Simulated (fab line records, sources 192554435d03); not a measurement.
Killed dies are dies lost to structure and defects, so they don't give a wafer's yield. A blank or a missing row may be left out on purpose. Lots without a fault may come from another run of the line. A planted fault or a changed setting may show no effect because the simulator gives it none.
Chamber matching | flow n5_finfet | N5_FIN_CUT_CUT_ETCH_15 on rie_si-03: 4 sister chambers
The step etches Si in HBr/Cl2/O2, target depth 100 nm, bt time 10 s, time 42.4 s. 8 wafers are shown with their chamber, then 11 later ones without.

WAFERS WITH THEIR CHAMBER
wafer  | chamber | throttle_valve_pct (%) | drypump_motor_current_A (A)
L074.5 | 3       | 37.10                  | 6.2
L082.1 | 3       | 37.08                  | 6.1
L084.6 | 2       | 37.42                  | 5.9
L085.2 | 1       | 37.62                  | 5.5
L087.1 | 1       | 37.62                  | 5.5
L087.3 | 0       | 37.38                  | 5.8
L087.6 | 2       | 37.41                  | 5.8
L088.2 | 0       | 37.39                  | 5.8

WAFERS WITHOUT THEIR CHAMBER
wafer  | throttle_valve_pct (%) | drypump_motor_current_A (A)
L088.3 | 37.62                  | 5.5
L088.5 | 37.62                  | 5.5
L089.2 | 37.63                  | 5.5
L089.3 | 37.38                  | 5.8
L089.4 | 37.10                  | 6.1
L095.2 | 37.10                  | 6.1
L095.3 | 37.38                  | 5.8
L095.4 | 37.63                  | 5.5
L096.2 | 37.61                  | 5.5
L096.3 | 37.38                  | 5.8
L096.4 | 37.10                  | 6.2

WHICH CHAMBER EACH WENT THROUGH
wafer  | from the rows above | in truth
L088.3 | 1                   | 1
L088.5 | 1                   | 1
L089.2 | 1                   | 1
L089.3 | 0                   | 0
L089.4 | 3                   | 3
L095.2 | 3                   | 3
L095.3 | 0                   | 0
L095.4 | 1                   | 1
L096.2 | 1                   | 1
L096.3 | 0                   | 0
L096.4 | 3                   | 3
Placed correctly: 11 of 11. Can't be placed from these rows: 0. Placed wrongly: 0.
How it was worked out, from the rows above alone: a wafer's distance from a chamber is the root of the sum, over the readings, of the square of ((its reading less the chamber's mean) divided by the reading's scatter). The wafer belongs to the nearest chamber; if the next one is less than 2 further off, it can't be placed. A chamber's mean is the mean of its shown wafers. The scatter: the root of (the sum of the squares of (reading less its chamber's mean) over the shown wafers, divided by (wafers less chambers)).
